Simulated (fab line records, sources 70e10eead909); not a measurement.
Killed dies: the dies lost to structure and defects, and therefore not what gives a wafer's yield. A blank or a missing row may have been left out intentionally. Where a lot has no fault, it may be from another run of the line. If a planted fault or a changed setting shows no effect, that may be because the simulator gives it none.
fab line records    flow nand_harc
[record] lots = 14  wafers = 40  last_day = 33
route steps=1302 shown A_DECK1_JOINT@543 A_ONON_D2@558 END@1302
lots that met no fault: from a run of the same line without faults
start_h: start of the lot's first displayed wafer, in hours after the record's first day    wait_h: hours from the lot's prior step to this one    " unchanged from the row above    L1.1+2: a single row standing in for several wafers    - value missing, or start not given    * or withheld: withheld    < > ~ a bound
route shown NAME@n: a module of which the file shows steps, and the number in the route of the first    usual: mean/standard deviation taken from wafers without a fault    same: alike in all rows    chamber/n: place in a boat    sites: readings site by site    _std_site: their standard deviation    _edge_site: inner sites' mean taken away from outer sites' mean    radius_mm: how far each site lies from the wafer's centre    mask NAME#n: copy n    behind: the most recent tool/chamber to have shaped the wafer    hold: why the lot went on hold/how many hours it stayed there/how the hold came to an end    device: which transistor (n, p or np) failed to switch    end of line: at the end of the route, the tests of the same wafers    a step given without rows: its recipe and nothing more    killed: dies that structure and defects cost at the first sort, which is not the same as the wafer's yield    map: a wafer's dies, x killed, . not, _ none there
set.NAME: the setting that was run; set.NAME@STEP: the one run at that earlier step    model.NAME: the simulator's own value behind a step, which no gauge read
one table for each step of the route and one row for each wafer, over a sample of lots
services: a tool's chamber out of use, with start hour (start_h, from the record's first day; less than 0 if before it), hours out, and reason
[[steps]]
[step NHARC_A_DECK1_JOINT_THK_MEAS_17]
[recipe] thk_meas_gauge = ellipsometry
[usual] thk_nm = 45.0/1.1
lot.wafer  tool           chamber  start_h  wait_h  thk_nm
L395.2     film_metro-02  -        274.01   0.2     44.8
L395.3     "              -        "        "       43.6
L395.5     "              -        "        "       45.8
L396.2     film_metro-01  -        293.58   0.3     43.5
L396.4     "              -        "        "       46.5
L396.6     "              -        "        "       46.5
L398.1     film_metro-02  -        312.13   0.2     43.8
L398.2     "              -        "        "       46.5
L398.5     "              -        "        "       44.4
L401.2     film_metro-01  -        343.94   0.2     44.8
L401.4     "              -        "        "       44.1
L401.6     "              -        "        "       47.5
L400.2     film_metro-02  -        345.39   0.2     44.0
L400.3     "              -        "        "       44.4
L400.5     "              -        "        "       45.5
L402.1     film_metro-02  -        345.48   0.3     45.6
L402.2     "              -        "        "       44.7
L402.5     "              -        "        "       46.1
L404.4     film_metro-01  -        366.91   0.1     45.6
L404.5     "              -        "        "       46.2
L405.2     film_metro-02  -        366.93   0.3     44.7
L405.4     "              -        "        "       45.6
L403.2     film_metro-01  -        367.08   0.2     46.3
L403.4     "              -        "        "       44.1
L403.6     "              -        "        "       45.7
L408.1     film_metro-02  -        414.30   0.3     42.0
L408.5     "              -        "        "       45.9
L408.6     "              -        "        "       44.6
L412.1     film_metro-02  -        451.68   0.2     45.3
L412.3     "              -        "        "       43.9
L412.6     "              -        "        "       46.9
L415.3     film_metro-02  -        485.75   0.2     44.2
L415.4     "              -        "        "       46.8
L415.6     "              -        "        "       45.3
L416.3     film_metro-01  -        497.07   0.2     43.8
L416.4     "              -        "        "       45.8
L416.5     "              -        "        "       45.5
L417.3     film_metro-01  -        513.74   0.3     45.5
L417.4     "              -        "        "       46.9
L417.5     "              -        "        "       45.8
[step NHARC_A_ONON_D2_DEP_19]
[recipe] target_thk_a = 10000  n2_flow_sccm = 2750  n2o_flow_sccm = 2000  nh3_flow_sccm = 500  sih4_flow_sccm = 210  temp_c = 400
[usual] n2o_flow_sccm = 2000/5.8
lot.wafer  tool           chamber  start_h  wait_h  n2o_flow_sccm
L395.2     pecvd_onon-03  0        284.73   0.1     2007
L395.3     "              0        "        "       2002
L395.5     "              0        "        "       1997
L396.2     pecvd_onon-03  0        304.33   0.1     2001
L396.4     "              0        "        "       2007
L396.6     "              0        "        "       2000
L398.1     pecvd_onon-03  0        323.26   0.1     2006
L398.2     "              0        "        "       2003
L398.5     "              0        "        "       2005
L402.1     pecvd_onon-03  0        354.56   0.1     1994
L402.2     "              0        "        "       1994
L402.5     "              0        "        "       2003
L400.2     pecvd_onon-04  0        354.62   0.1     1997
L400.3     "              0        "        "       2000
L400.5     "              0        "        "       1990
L401.2     pecvd_onon-02  0        354.63   0.1     2004
L401.4     "              0        "        "       2000
L401.6     "              0        "        "       2004
L405.2     pecvd_onon-03  0        377.25   0.1     1995
L405.4     "              0        "        "       2001
L403.2     pecvd_onon-04  0        377.38   0.2     1998
L403.4     "              0        "        "       2006
L403.6     "              0        "        "       1990
L404.4     pecvd_onon-03  0        377.72   0.2     2004
L404.5     "              0        "        "       2002
L408.1     pecvd_onon-03  0        425.01   0.1     2003
L408.5     "              0        "        "       1999
L408.6     "              0        "        "       2005
L412.1     pecvd_onon-02  0        462.60   0.1     2008
L412.3     "              0        "        "       2003
L412.6     "              0        "        "       2001
L415.3     pecvd_onon-03  0        496.37   0.2     1992
L415.4     "              0        "        "       1991
L415.6     "              0        "        "       1993
L416.3     pecvd_onon-03  0        508.37   0.2     2001
L416.4     "              0        "        "       1993
L416.5     "              0        "        "       1992
L417.3     pecvd_onon-02  0        526.62   0.2     1997
L417.4     "              0        "        "       1995
L417.5     "              0        "        "       1993
[step NHARC_A_ONON_D2_THK_MEAS_21]
[recipe] thk_meas_gauge = ellipsometry
[usual] thk_nm = 1004/9.9
lot.wafer  tool           chamber  start_h  wait_h  thk_nm
L395.2     film_metro-01  -        285.18   -       1005
L395.3     "              -        "        "       1004
L395.5     "              -        "        "       1005
L396.2     film_metro-02  -        304.78   -       993
L396.4     "              -        "        "       993
L396.6     "              -        "        "       993
L398.1     film_metro-02  -        323.77   -       996
L398.2     "              -        "        "       994
L398.5     "              -        "        "       993
L402.1     film_metro-02  -        355.07   -       1013
L402.2     "              -        "        "       1012
L402.5     "              -        "        "       1011
L400.2     film_metro-02  -        355.07   -       1013
L400.3     "              -        "        "       1013
L400.5     "              -        "        "       1014
L401.2     film_metro-02  -        355.08   -       1008
L401.4     "              -        "        "       1008
L401.6     "              -        "        "       1009
L405.2     film_metro-01  -        377.70   -       1335
L405.4     "              -        "        "       1016
L403.2     film_metro-01  -        377.83   -       1007
L403.4     "              -        "        "       1006
L403.6     "              -        "        "       1005
L404.4     film_metro-01  -        378.06   -       1008
L404.5     "              -        "        "       1326
L408.1     film_metro-01  -        425.52   -       1000
L408.5     "              -        "        "       1314
L408.6     "              -        "        "       997
L412.1     film_metro-02  -        463.14   -       1003
L412.3     "              -        "        "       1003
L412.6     "              -        "        "       1004
L415.3     film_metro-02  -        496.77   -       992
L415.4     "              -        "        "       992
L415.6     "              -        "        "       991
L416.3     film_metro-01  -        508.76   -       1003
L416.4     "              -        "        "       1005
L416.5     "              -        "        "       1006
L417.3     film_metro-01  -        527.02   -       1007
L417.4     "              -        "        "       1008
L417.5     "              -        "        "       1009
[step NHARC_A_ONON_D2_THK_MEAS_30]
[recipe] thk_meas_gauge = ellipsometry
[usual] thk_nm = 1002/7
lot.wafer  tool           chamber  start_h  wait_h  thk_nm
L395.2     film_metro-02  -        286.89   -       1002
L395.3     "              -        "        "       1001
L395.5     "              -        "        "       1001
L396.2     film_metro-02  -        306.48   -       1008
L396.4     "              -        "        "       1008
L396.6     "              -        "        "       1008
L398.1     film_metro-02  -        325.47   -       994
L398.2     "              -        "        "       993
L398.5     "              -        "        "       995
L402.1     film_metro-02  -        356.76   -       1004
L402.2     "              -        "        "       1008
L402.5     "              -        "        "       1006
L400.2     film_metro-02  -        356.78   -       996
L400.3     "              -        "        "       996
L400.5     "              -        "        "       998
L401.2     film_metro-02  -        356.78   -       988
L401.4     "              -        "        "       988
L401.6     "              -        "        "       987
L405.2     film_metro-01  -        379.40   -       996
L405.4     "              -        "        "       998
L403.2     film_metro-01  -        379.55   -       1005
L403.4     "              -        "        "       1004
L403.6     "              -        "        "       1005
L404.4     film_metro-01  -        379.76   -       1003
L404.5     "              -        "        "       1006
L408.1     film_metro-02  -        427.22   -       1013
L408.5     "              -        "        "       1014
L408.6     "              -        "        "       1013
L412.1     film_metro-01  -        464.84   -       1004
L412.3     "              -        "        "       1004
L412.6     "              -        "        "       1004
L415.3     film_metro-02  -        498.60   -       1015
L415.4     "              -        "        "       1014
L415.6     "              -        "        "       1012
L416.3     film_metro-01  -        510.47   -       1002
L416.4     "              -        "        "       1001
L416.5     "              -        "        "       1002
L417.3     film_metro-02  -        528.74   -       1009
L417.4     "              -        "        "       1006
L417.5     "              -        "        "       1007
[step NHARC_A_ONON_D2_THK_MEAS_34]
[recipe] thk_meas_gauge = ellipsometry
[usual] thk_nm = 200.4/2.8
lot.wafer  tool           chamber  start_h  wait_h  thk_nm
L395.2     film_metro-01  -        287.36   -       196.9
L395.3     "              -        "        "       198.5
L395.5     "              -        "        "       202.0
L396.2     film_metro-02  -        306.96   -       198.2
L396.4     "              -        "        "       201.9
L396.6     "              -        "        "       203.8
L398.1     film_metro-02  -        325.94   -       198.0
L398.2     "              -        "        "       202.4
L398.5     "              -        "        "       201.0
L402.1     film_metro-02  -        357.23   -       201.0
L402.2     "              -        "        "       199.3
L402.5     "              -        "        "       202.8
L400.2     film_metro-02  -        357.26   -       198.2
L400.3     "              -        "        "       196.3
L400.5     "              -        "        "       202.8
L401.2     film_metro-02  -        357.51   -       201.9
L401.4     "              -        "        "       200.4
L401.6     "              -        "        "       202.1
L405.2     film_metro-01  -        379.87   -       196.9
L405.4     "              -        "        "       202.1
L403.2     film_metro-01  -        380.02   -       199.1
L403.4     "              -        "        "       204.3
L403.6     "              -        "        "       203.8
L404.4     film_metro-01  -        380.23   -       202.9
L404.5     "              -        "        "       202.0
L408.1     film_metro-02  -        427.69   -       197.6
L408.5     "              -        "        "       202.2
L408.6     "              -        "        "       200.7
L412.1     film_metro-02  -        465.31   -       194.7
L412.3     "              -        "        "       199.6
L412.6     "              -        "        "       200.3
L415.3     film_metro-01  -        499.20   -       199.9
L415.4     "              -        "        "       204.6
L415.6     "              -        "        "       201.8
L416.3     film_metro-02  -        510.94   -       203.2
L416.4     "              -        "        "       208.0
L416.5     "              -        "        "       206.4
L417.3     film_metro-02  -        529.21   -       201.4
L417.4     "              -        "        "       202.5
L417.5     "              -        "        "       198.5
[step NHARC_END_SORT_01]
[recipe] temp_c = 25
[usual] killed_at_array = 50/16  killed_at_other = 0.8/1  killed_at_periphery = 4/3.1  killed_dies = 54/16  killed_open = 3.2/2  killed_short = 2.5/1.6
[same] gross_dies = 677
lot.wafer  tool       chamber  start_h  wait_h  killed_at_array  killed_at_other  killed_at_periphery  killed_dies  killed_open  killed_short
L396.2     prober-02  0        581.50   2.8     46               1                3                    50           2            6
L396.4     prober-02  0        583.08   3.4     41               0                4                    45           3            2
L396.6     prober-02  0        584.67   4.0     34               1                1                    36           3            1
L398.1     prober-01  0        597.67   2.5     35               2                1                    38           2            1
L398.2     prober-01  0        598.46   2.8     60               2                4                    66           1            1
L398.5     prober-01  0        600.80   3.6     41               1                3                    45           3            1
L402.1     prober-01  0        625.78   2.5     79               0                8                    87           8            5
L402.2     prober-01  0        626.58   2.8     69               1                8                    78           0            2
L402.5     prober-01  0        628.95   3.7     55               0                6                    61           1            2
L401.2     prober-02  0        637.36   2.8     54               1                6                    61           7            2
L401.4     prober-02  0        638.97   3.4     38               0                1                    39           6            1
L401.6     prober-02  0        640.57   4.0     58               1                1                    60           1            8
L408.1     prober-02  0        712.63   2.5     64               1                8                    73           4            3
L408.5     prober-02  0        715.84   3.7     65               0                4                    69           3            3
L408.6     prober-02  0        716.64   4.0     53               0                1                    54           3            4
// killed by level:class
L396.2 A_CHANNEL_HOLE_D2:chamber_film_flake=33 A_WL_FILL:geometric_particle:short=3 A_CHANNEL_HOLE_D1:chamber_film_flake=2 A_CHANNEL_FILL_D1:chamber_film_flake=2 P_CONTACT:geometric_particle:open=1 P_M0:geometric_particle:short=1 A_ONON_D1:geometric_particle:short=1 A_SGD_CUT:geometric_particle:short=1
L396.4 A_CHANNEL_HOLE_D2:chamber_film_flake=30 A_CHANNEL_FILL_D1:chamber_film_flake=4 P_GATE:chamber_film_flake=2 P_M0:geometric_particle:open=1 A_DECK1_JOINT:geometric_particle:short=1 A_ONON_D2:geometric_particle:short=1 A_M0:geometric_particle:open=1 A_M1:geometric_particle:open=1
L396.6 A_CHANNEL_HOLE_D2:chamber_film_flake=26 A_DECK1_JOINT:chamber_film_flake=2 P_GATE:geometric_particle:open=1 A_CHANNEL_FILL_D2:geometric_particle:short=1 A_CHANNEL_FILL_D2:geometric_particle:open=1 A_BLC:geometric_particle:open=1 A_CHANNEL_HOLE_D1:chamber_film_flake=1 A_CHANNEL_FILL_D2:chamber_film_flake=1
L398.1 A_CHANNEL_HOLE_D1:chamber_film_flake=20 A_CHANNEL_HOLE_D2:chamber_film_flake=4 A_CHANNEL_FILL_D2:chamber_film_flake=2 A_BONDPAD:chamber_film_flake=2 THIN_TSV:chamber_film_flake=2 A_ONON_D1:geometric_particle:open=1 A_SGD_CUT:geometric_particle:short=1 A_M0:geometric_particle:open=1
L398.2 A_CHANNEL_HOLE_D1:chamber_film_flake=37 A_CHANNEL_HOLE_D2:chamber_film_flake=7 A_DECK1_JOINT:chamber_film_flake=4 A_CONTACT:chamber_film_flake=3 P_STI:chamber_film_flake=2 A_BONDPAD:chamber_film_flake=2 A_CHANNEL_FILL_D1:chamber_film_flake=2 THIN_TSV:chamber_film_flake=2
L398.5 A_CHANNEL_HOLE_D1:chamber_film_flake=19 A_CHANNEL_HOLE_D2:chamber_film_flake=6 A_CHANNEL_FILL_D2:chamber_film_flake=3 A_STAIRCASE:chamber_film_flake=3 P_ZERO_WELL:chamber_film_flake=2 A_CONTACT:chamber_film_flake=2 A_BONDPAD:chamber_film_flake=2 P_M0:geometric_particle:open=1
L402.1 A_SLIT:chamber_film_flake=27 A_CHANNEL_HOLE_D1:chamber_film_flake=16 A_CHANNEL_HOLE_D2:chamber_film_flake=6 A_M1:chamber_film_flake=5 A_WL_FILL:chamber_film_flake=4 P_M1:chamber_film_flake=3 A_DECK1_JOINT:chamber_film_flake=3 A_STAIRCASE:chamber_film_flake=3
L402.2 A_CHANNEL_HOLE_D1:chamber_film_flake=29 A_SLIT:chamber_film_flake=26 A_CHANNEL_HOLE_D2:chamber_film_flake=6 P_M1:chamber_film_flake=4 A_STAIRCASE:chamber_film_flake=3 P_CONTACT:chamber_film_flake=2 A_M1:chamber_film_flake=2 P_M1:geometric_particle:short=1
L402.5 A_SLIT:chamber_film_flake=17 A_CHANNEL_HOLE_D1:chamber_film_flake=14 A_CHANNEL_HOLE_D2:chamber_film_flake=14 P_M1:chamber_film_flake=4 A_STAIRCASE:chamber_film_flake=4 A_M1:chamber_film_flake=3 P_M1:geometric_particle:short=1 A_ONON_D2:geometric_particle:short=1
L401.2 A_CHANNEL_HOLE_D1:chamber_film_flake=32 A_CHANNEL_HOLE_D2:chamber_film_flake=12 P_M0:geometric_particle:open=2 A_CONTACT:chamber_film_flake=2 P_STI:geometric_particle:open=1 P_CONTACT:geometric_particle:open=1 A_ONON_D1:geometric_particle:open=1 A_CHANNEL_HOLE_D1:geometric_particle:short=1
L401.4 A_CHANNEL_HOLE_D1:chamber_film_flake=23 A_CHANNEL_HOLE_D2:chamber_film_flake=8 P_M1:geometric_particle:open=1 A_DECK1_JOINT:geometric_particle:open=1 A_ONON_D2:geometric_particle:open=1 A_CHANNEL_FILL_D2:geometric_particle:short=1 A_WL_FILL:geometric_particle:open=1 A_CONTACT:geometric_particle:open=1
L401.6 A_CHANNEL_HOLE_D1:chamber_film_flake=32 A_CHANNEL_HOLE_D2:chamber_film_flake=10 A_CONTACT:chamber_film_flake=2 A_DECK1_JOINT:chamber_film_flake=2 A_WL_FILL:chamber_film_flake=2 P_CONTACT:geometric_particle:short=1 A_CHANNEL_FILL_D1:geometric_particle:short=1 A_DECK1_JOINT:geometric_particle:short=1
L408.1 A_CHANNEL_HOLE_D1:chamber_film_flake=34 A_CHANNEL_HOLE_D2:chamber_film_flake=14 A_CONTACT:chamber_film_flake=8 P_M2:chamber_film_flake=5 P_CONTACT:geometric_particle:open=2 A_SLIT:chamber_film_flake=2 A_ONON_D2:geometric_particle:short=1 A_SGD_CUT:geometric_particle:short=1
L408.5 A_CHANNEL_HOLE_D1:chamber_film_flake=29 A_CHANNEL_HOLE_D2:chamber_film_flake=16 A_CONTACT:chamber_film_flake=10 A_SLIT:chamber_film_flake=3 A_WL_FILL:geometric_particle:short=2 P_M2:chamber_film_flake=2 P_M0:geometric_particle:open=1 A_ONON_D2:geometric_particle:short=1
L408.6 A_CHANNEL_HOLE_D1:chamber_film_flake=15 A_CHANNEL_HOLE_D2:chamber_film_flake=11 A_CONTACT:chamber_film_flake=9 A_SLIT:chamber_film_flake=3 A_WL_FILL:chamber_film_flake=3 A_M1:chamber_film_flake=3 A_CHANNEL_FILL_D1:geometric_particle:open=1 A_ONON_D2:geometric_particle:short=1
[[services]]
tool           chamber  start_h  hours  kind
pecvd_onon-04  -        311.00   13.0   pm
pecvd_onon-02  -        366.16   13.0   pm
pecvd_onon-03  -        408.00   13.0   pm
pecvd_onon-04  -        492.00   13.0   pm
[[key]]
[first_sign] step = NHARC_A_ONON_D2_THK_MEAS_21  reading = thk_nm  direction = up  sigmas = 32  usual = 1004  struck = 1325
effect none on later readings
met_at NHARC_A_ONON_D2_DEP_19
struck_lots L404,L405,L408
struck_wafers L404.5,L405.2,L408.5
tester_left_out L404,L405,L408
not_acting_at NHARC_A_DECK1_JOINT_THK_MEAS_17,NHARC_A_ONON_D2_THK_MEAS_30,NHARC_A_ONON_D2_THK_MEAS_34
[fault] kind = process_parameter_drift  tool = pecvd_onon-03  chamber = -  onset_h = 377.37  steps = NHARC_A_ONON_D2_DEP_19  channel = target_thk_a  offset = *  shape = step  end_h = 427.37  scope = struck_wafers_only  acts_in = *  stated = *
// tester_left_out: of these lots the tester's yield and bins aren't shown, on N5 and GAA mostly nor the transistor test; their killed dies are dies lost to structure and defects alone, not to doping, threshold or leakage, so they don't give the yield
